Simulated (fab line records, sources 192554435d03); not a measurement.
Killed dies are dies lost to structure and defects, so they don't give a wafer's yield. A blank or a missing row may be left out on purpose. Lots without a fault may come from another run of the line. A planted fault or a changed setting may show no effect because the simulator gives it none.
fab line records | flow n5_finfet | part 1 of 2: steps 1 to 4 of 6
record lots=20 wafers=60 last_day=17
route steps=1938 shown BEOL_M3@946
lots that met no fault: from a run of the same line without faults
start_h: hours from the record's first day to the start of the lot's first wafer shown | wait_h: hours since the lot's step before | " the same as in the row above | L1.1+2: a row that stands for several wafers | - no value, or no start given | * or withheld: withheld | < > ~ a bound
route shown NAME@n: a module of which the file shows steps, and the number in the route of the first | usual: mean/standard deviation of fault-free wafers | same: alike in all rows | chamber/n: place in a boat | sites: the reading at each site | _std_site: their standard deviation | _edge_site: outer sites' mean less inner sites' | radius_mm: how far each site lies from the wafer's centre | mask NAME#n: copy n | behind: the tool/chamber that last shaped the wafer | hold: why the lot was held/for how many hours/how that ended | device: the transistor (n, p or np) that didn't switch | end of line: the same wafers' tests at the end of the route | a step without rows: its recipe alone | killed: dies lost to structure and defects at the first sort, not the wafer's yield | map: a wafer's dies, x killed, . not, _ none there
set.NAME: the setting as run; set.NAME@STEP: as run at that earlier step | model.NAME: the simulator's own value behind a step, which no gauge read
steps of the route over a sample of lots; a table a step, a row a wafer
services: from which hour (start_h, from the record's first day; less than 0 if before it) a tool's chamber was out of use, for how many hours, and why
## steps
# step N5_BEOL_M3_INSPECT_13
# recipe mode=adi inspect_instrument=brightfield
# usual raw_defect_count=447/99
# columns lot.wafer tool chamber start_h wait_h raw_defect_count
L075.2 defect_inspect-01 - 143.48 0.0 664
L075.5 " - " " 446
L075.6 " - " " 633
L074.2 defect_inspect-01 - 147.05 0.0 402
L074.4 " - " " 369
L074.6 " - " " 428
L076.3 defect_inspect-02 - 151.20 0.0 391
L076.4 " - " " 480
L076.5 " - " " 573
L077.1 defect_inspect-01 - 162.85 0.1 393
L077.2 " - " " 312
L077.5 " - " " 424
L078.1 defect_inspect-02 - 169.25 0.1 511
L078.4 " - " " 384
L078.6 " - " " 430
L079.2 defect_inspect-02 - 173.93 0.0 494
L079.4 " - " " 650
L079.6 " - " " 391
L081.4 defect_inspect-01 - 189.12 0.0 413
L081.5 " - " " 513
L081.6 " - " " 394
L082.3 defect_inspect-01 - 189.40 0.0 482
L082.5 " - " " 445
L082.6 " - " " 356
L083.3 defect_inspect-01 - 202.03 0.0 432
L083.4 " - " " 515
L083.6 " - " " 490
L084.1 defect_inspect-02 - 207.72 0.1 509
L084.3 " - " " 602
L084.4 " - " " 589
L086.2 defect_inspect-01 - 218.57 0.0 598
L086.3 " - " " 567
L086.6 " - " " 467
L087.2 defect_inspect-01 - 223.71 0.0 378
L087.4 " - " " 320
L087.6 " - " " 401
L089.1 defect_inspect-02 - 238.69 0.1 358
L089.4 " - " " 276
L089.6 " - " " 520
L090.2 defect_inspect-02 - 239.48 0.0 476
L090.4 " - " " 627
L090.6 " - " " 425
L091.3 defect_inspect-02 - 247.05 0.0 404
L091.4 " - " " 423
L091.6 " - " " 345
L092.1 defect_inspect-02 - 260.92 0.1 443
L092.3 " - " " 487
L092.4 " - " " 388
L094.1 defect_inspect-01 - 267.83 0.1 566
L094.4 " - " " 431
L094.6 " - " " 414
L093.4 defect_inspect-02 - 267.97 0.0 338
L093.5 " - " " 408
L093.6 " - " " 404
L095.2 defect_inspect-01 - 273.36 0.0 464
L095.5 " - " " 410
L095.6 " - " " 461
L097.2 defect_inspect-02 - 287.20 0.0 293
L097.5 " - " " 381
L097.6 " - " " 342
# step N5_BEOL_M3_DESCUM_16
# recipe chemistry=O2 time_s=7 source_power_w=50 bias_power_w=20 pressure_mtorr=20 rf_frequency_hz=2.712e+07 temp_c=40 resist=CAR-EUV o2_flow_sccm=225
# usual drypump_motor_current_A=5.9/0.32 o2_flow_sccm=225.0/0.68 oes_product_au=0.80/0.092 rf_vpp_V=243.2/1.3 showerhead_plenum_p_Torr=2.09/0.064 throttle_valve_pct=20.37/0.24
# columns lot.wafer tool chamber start_h wait_h drypump_motor_current_A o2_flow_sccm oes_product_au rf_hours_counter_h rf_vpp_V showerhead_plenum_p_Torr throttle_valve_pct
L075.2 rie_diel-02 2 143.51 0.0 6.1 224.9 0.67 237 242.4 1.99 20.72
L075.5 " 3 " " 6.1 226.3 0.69 - 243.7 2.13 20.97
L075.6 " 0 " " 5.6 224.4 0.73 - 244.4 2.17 20.45
L074.2 rie_diel-02 1 147.19 0.1 6.5 224.6 0.72 164 243.8 2.05 20.27
L074.4 " 0 " " 5.6 225.2 0.73 174 244.7 2.17 20.44
L074.6 " 1 " " 6.6 225.5 0.73 - 242.7 2.05 20.27
L076.3 rie_diel-01 2 151.23 0.0 5.6 224.3 0.92 19 242.5 2.12 20.06
L076.4 " 2 " " 5.6 224.8 0.92 - 243.2 2.12 20.05
L076.5 " 1 " " 6.2 224.1 0.79 - 244.9 2.08 20.04
L077.1 rie_diel-01 2 162.88 0.0 5.6 224.8 0.91 23 243.7 2.11 20.05
L077.2 " 1 " " 6.2 225.7 0.78 123 244.4 2.08 20.03
L077.5 " 2 " " 5.6 224.6 0.91 - 243.1 2.11 20.06
L078.1 rie_diel-01 0 169.28 0.0 6.1 225.7 0.97 2 242.7 2.13 19.98
L078.4 " 2 " " 5.6 224.8 0.90 26 244.9 2.11 20.06
L078.6 " 2 " " 5.6 224.2 0.91 - 243.9 2.11 20.05
L079.2 rie_diel-02 0 173.96 0.0 5.6 226.0 0.73 185 244.6 2.16 20.46
L079.4 " 0 " " 5.6 225.8 0.73 - 244.7 2.16 20.46
L079.6 " 2 " " 6.1 225.2 0.67 - 241.3 1.99 20.74
L081.4 rie_diel-05 1 189.15 0.0 5.5 224.6 0.78 146 239.6 2.02 20.70
L081.5 " 3 " " 6.1 225.1 0.73 - 243.4 2.14 20.38
L081.6 " 0 " " 5.5 224.1 0.75 - 242.0 2.06 20.48
L082.3 rie_diel-01 2 189.43 0.0 5.6 225.4 0.88 31 244.6 2.11 20.06
L082.5 " 3 " " 5.9 225.6 0.75 - 241.0 2.01 20.59
L082.6 " 2 " " 5.6 225.5 0.88 - 244.0 2.11 20.07
L083.3 rie_diel-01 1 202.06 0.0 6.2 225.7 0.77 134 243.4 2.07 20.06
L083.4 " 3 " " 5.9 224.7 0.74 182 241.5 2.01 20.59
L083.6 " 1 " " 6.2 223.7 0.76 - 243.1 2.07 20.05
L084.1 rie_diel-05 0 207.75 0.0 5.6 225.1 0.74 205 243.3 2.06 20.48
L084.3 " 3 " " 6.1 224.6 0.73 189 244.5 2.14 20.41
L084.4 " 2 " " 5.7 226.1 0.87 50 240.8 2.06 20.43
L086.2 rie_diel-05 2 218.70 0.1 5.7 224.7 0.86 53 244.0 2.06 20.43
L086.3 " 3 " " 6.1 224.9 0.72 193 243.7 2.14 20.40
L086.6 " 1 " " 5.5 224.4 0.77 - 241.9 2.02 20.73
L087.2 rie_diel-02 1 223.75 0.0 6.5 224.6 0.69 189 242.1 2.04 20.31
L087.4 " 0 " " 5.6 224.6 0.71 198 245.8 2.16 20.48
L087.6 " 3 " " 6.1 225.4 0.95 - 242.9 2.13 20.49
L089.1 rie_diel-02 0 239.07 0.4 5.6 225.0 0.72 202 243.7 2.16 20.47
L089.4 " 2 " " 6.2 225.1 0.96 12 243.9 2.25 20.37
L089.6 " 1 " " 6.6 224.9 0.70 - 243.5 2.04 20.32
L090.2 rie_diel-05 2 239.81 0.3 5.7 223.9 0.85 59 243.2 2.06 20.45
L090.4 " 0 " " 5.5 226.3 0.74 214 241.5 2.06 20.49
L090.6 " 0 " " 5.5 225.8 0.73 - 242.6 2.06 20.51
L091.3 rie_diel-02 2 247.35 0.3 6.2 226.3 0.93 14 244.1 2.25 20.39
L091.4 " 3 " " 6.1 225.4 0.92 24 243.0 2.12 20.49
L091.6 " 2 " " 6.2 224.7 0.92 - 243.5 2.25 20.40
L092.1 rie_diel-01 0 261.03 0.1 6.1 224.6 0.90 29 244.5 2.12 20.02
L092.3 " 2 " " 5.6 224.9 0.86 53 244.6 2.10 20.11
L092.4 " 1 " " 6.2 224.6 0.76 152 243.7 2.07 20.09
L094.1 rie_diel-02 1 267.87 0.0 6.6 225.8 0.69 197 241.1 2.03 20.32
L094.4 " 0 " " 5.6 226.1 0.71 211 243.4 2.16 20.50
L094.6 " 0 " " 5.6 225.3 0.70 - 243.7 2.15 20.49
L093.4 rie_diel-01 2 268.09 0.1 5.6 225.0 0.85 54 245.1 2.10 20.08
L093.5 " 3 " " 5.9 225.1 0.72 - 242.5 2.00 20.64
L093.6 " 0 " " 6.1 225.6 0.89 - 243.8 2.12 20.01
L095.2 rie_diel-02 0 273.81 0.4 5.6 224.8 0.70 213 243.4 2.15 20.50
L095.5 " 0 " " 5.6 224.7 0.70 - 243.1 2.15 20.50
L095.6 " 1 " " 6.5 224.8 0.69 - 241.9 2.03 20.33
L097.2 rie_diel-01 1 287.23 0.0 6.2 225.6 0.74 160 242.1 2.06 20.10
L097.5 " 2 " " 5.6 225.1 0.85 - 244.8 2.10 20.12
L097.6 " 1 " " 6.2 224.4 0.74 - 243.1 2.06 20.10
# step N5_BEOL_M3_STRIP_66
# recipe chemistry=CF4 resist=SiARC power_w=300 bias_power_w=75 pressure_mtorr=50 cf4_flow_sccm=150 rf_frequency_hz=6e+07
# usual drypump_motor_current_A=5.9/0.32 oes_product_au=0.79/0.084 rf_vpp_V=271.2/1.5 showerhead_plenum_p_Torr=1.80/0.057 throttle_valve_pct=13.58/0.27
# columns lot.wafer tool chamber start_h wait_h drypump_motor_current_A oes_product_au rf_hours_counter_h rf_vpp_V showerhead_plenum_p_Torr throttle_valve_pct
L075.2 rie_diel-02 2 143.72 0.0 6.1 0.68 237 267.2 1.73 13.96
L075.5 " 3 " " 6.1 0.68 - 272.4 1.86 14.31
L075.6 " 0 " " 5.6 0.73 - 271.4 1.86 13.68
L074.2 rie_diel-02 1 147.40 0.0 6.6 0.74 164 271.0 1.77 13.68
L074.4 " 0 " " 5.6 0.72 174 273.7 1.86 13.70
L074.6 " 1 " " 6.6 0.73 - 271.1 1.77 13.67
L076.3 rie_diel-01 2 151.44 0.0 5.6 0.91 19 272.1 1.82 13.18
L076.4 " 2 " " 5.6 0.91 - 271.6 1.82 13.17
L076.5 " 1 " " 6.2 0.78 - 273.1 1.78 13.35
L077.1 rie_diel-01 2 163.09 0.0 5.5 0.90 23 270.9 1.82 13.21
L077.2 " 1 " " 6.2 0.77 123 271.8 1.78 13.36
L077.5 " 2 " " 5.5 0.90 - 272.2 1.82 13.20
L078.1 rie_diel-01 0 169.49 0.0 6.1 0.94 2 274.0 1.82 13.09
L078.4 " 2 " " 5.6 0.89 26 271.7 1.82 13.20
L078.6 " 2 " " 5.6 0.89 - 271.6 1.82 13.19
L079.2 rie_diel-02 0 174.17 0.0 5.6 0.72 185 273.3 1.85 13.71
L079.4 " 0 " " 5.6 0.72 - 272.7 1.85 13.72
L079.6 " 2 " " 6.1 0.67 - 268.7 1.73 13.98
L081.4 rie_diel-05 1 189.35 0.0 5.5 0.76 146 269.9 1.73 13.78
L081.5 " 3 " " 6.1 0.72 - 273.5 1.85 13.68
L081.6 " 0 " " 5.5 0.74 - 270.3 1.78 13.79
L082.3 rie_diel-01 2 189.64 0.0 5.6 0.88 31 270.9 1.82 13.20
L082.5 " 3 " " 5.9 0.72 - 270.4 1.73 13.75
L082.6 " 2 " " 5.6 0.89 - 272.0 1.82 13.21
L083.3 rie_diel-01 1 202.27 0.0 6.2 0.76 134 270.6 1.77 13.37
L083.4 " 3 " " 5.9 0.72 182 270.6 1.73 13.77
L083.6 " 1 " " 6.2 0.76 - 270.9 1.77 13.36
L084.1 rie_diel-05 0 207.96 0.0 5.5 0.73 205 270.9 1.77 13.80
L084.3 " 3 " " 6.1 0.73 189 273.1 1.85 13.67
L084.4 " 2 " " 5.7 0.86 50 269.3 1.75 13.27
L086.2 rie_diel-05 2 218.91 0.0 5.7 0.85 53 269.8 1.75 13.28
L086.3 " 3 " " 6.1 0.72 193 273.1 1.84 13.68
L086.6 " 1 " " 5.5 0.76 - 269.7 1.72 13.82
L087.2 rie_diel-02 1 223.95 0.0 6.5 0.72 189 269.2 1.77 13.72
L087.4 " 0 " " 5.6 0.71 198 272.1 1.85 13.75
L087.6 " 3 " " 6.1 0.93 - 270.7 1.85 13.75
L089.1 rie_diel-02 0 239.28 0.0 5.6 0.71 202 274.1 1.85 13.76
L089.4 " 2 " " 6.1 0.91 12 273.7 1.93 13.46
L089.6 " 1 " " 6.5 0.71 - 271.5 1.77 13.74
L090.2 rie_diel-05 2 240.02 0.0 5.7 0.84 59 269.0 1.75 13.30
L090.4 " 0 " " 5.5 0.72 214 270.6 1.77 13.80
L090.6 " 0 " " 5.5 0.72 - 269.2 1.77 13.80
L091.3 rie_diel-02 2 247.55 0.0 6.1 0.90 14 274.2 1.93 13.46
L091.4 " 3 " " 6.1 0.90 24 270.3 1.85 13.76
L091.6 " 2 " " 6.1 0.90 - 272.4 1.93 13.45
L092.1 rie_diel-01 0 261.23 0.0 6.1 0.87 29 271.3 1.81 13.14
L092.3 " 2 " " 5.6 0.85 53 271.3 1.81 13.26
L092.4 " 1 " " 6.2 0.75 152 270.9 1.77 13.43
L094.1 rie_diel-02 1 268.07 0.0 6.5 0.71 197 270.1 1.77 13.76
L094.4 " 0 " " 5.6 0.70 211 271.8 1.85 13.77
L094.6 " 0 " " 5.6 0.70 - 271.0 1.85 13.78
L093.4 rie_diel-01 2 268.30 0.0 5.6 0.85 54 272.7 1.81 13.26
L093.5 " 3 " " 5.9 0.70 - 268.4 1.72 13.80
L093.6 " 0 " " 6.1 0.86 - 271.3 1.81 13.14
L095.2 rie_diel-02 0 274.01 0.0 5.6 0.69 213 272.1 1.85 13.76
L095.5 " 0 " " 5.6 0.70 - 274.2 1.85 13.78
L095.6 " 1 " " 6.6 0.71 - 270.7 1.76 13.75
L097.2 rie_diel-01 1 287.44 0.0 6.2 0.74 160 271.2 1.77 13.43
L097.5 " 2 " " 5.6 0.84 - 270.8 1.81 13.28
L097.6 " 1 " " 6.2 0.73 - 269.6 1.77 13.43
# step N5_BEOL_M3_CD_MEAS_18
# recipe pitch_nm=36 target_cd_nm=18
# usual cd_nm=18.0/0.44
# columns lot.wafer tool chamber start_h wait_h cd_nm
L075.2 cd_sem-01 - 144.03 0.1 18.5
L075.5 " - " " 18.1
L075.6 " - " " 17.4
L074.2 cd_sem-02 - 147.78 0.1 17.8
L074.4 " - " " 17.5
L074.6 " - " " 17.6
L076.3 cd_sem-02 - 151.66 0.1 18.0
L076.4 " - " " 18.0
L076.5 " - " " 17.9
L077.1 cd_sem-01 - 163.31 0.0 17.5
L077.2 " - " " 18.2
L077.5 " - " " 17.5
L078.1 cd_sem-01 - 169.71 0.0 18.2
L078.4 " - " " 17.6
L078.6 " - " " 17.9
L079.2 cd_sem-02 - 174.39 0.1 17.7
L079.4 " - " " 18.2
L079.6 " - " " 18.8
L081.4 cd_sem-02 - 189.59 0.1 18.0
L081.5 " - " " 18.3
L081.6 " - " " 17.7
L082.3 cd_sem-02 - 189.88 0.1 16.9
L082.5 " - " " 17.5
L082.6 " - " " 17.6
L083.3 cd_sem-01 - 202.49 0.1 18.2
L083.4 " - " " 18.4
L083.6 " - " " 18.3
L084.1 cd_sem-01 - 208.18 0.0 17.5
L084.3 " - " " 18.5
L084.4 " - " " 18.1
L086.2 cd_sem-01 - 219.13 0.1 17.9
L086.3 " - " " 17.4
L086.6 " - " " 17.1
L087.2 cd_sem-02 - 224.18 0.1 17.7
L087.4 " - " " 17.6
L087.6 " - " " 18.4
L089.1 cd_sem-01 - 239.58 0.0 17.5
L089.4 " - " " 18.3
L089.6 " - " " 17.4
L090.2 cd_sem-01 - 240.25 0.1 18.4
L090.4 " - " " 17.8
L090.6 " - " " 17.8
L091.3 cd_sem-02 - 247.78 0.1 18.7
L091.4 " - " " 18.8
L091.6 " - " " 18.4
L092.1 cd_sem-01 - 261.50 0.0 18.4
L092.3 " - " " 17.9
L092.4 " - " " 18.7
L094.1 cd_sem-02 - 268.30 0.0 18.5
L094.4 " - " " 18.5
L094.6 " - " " 18.5
L093.4 cd_sem-03 - 268.53 0.1 17.6
L093.5 " - " " 17.5
L093.6 " - " " 18.1
L095.2 cd_sem-01 - 274.23 0.1 17.6
L095.5 " - " " 17.6
L095.6 " - " " 18.2
L097.2 cd_sem-02 - 287.66 0.1 18.6
L097.5 " - " " 17.4
L097.6 " - " " 18.1
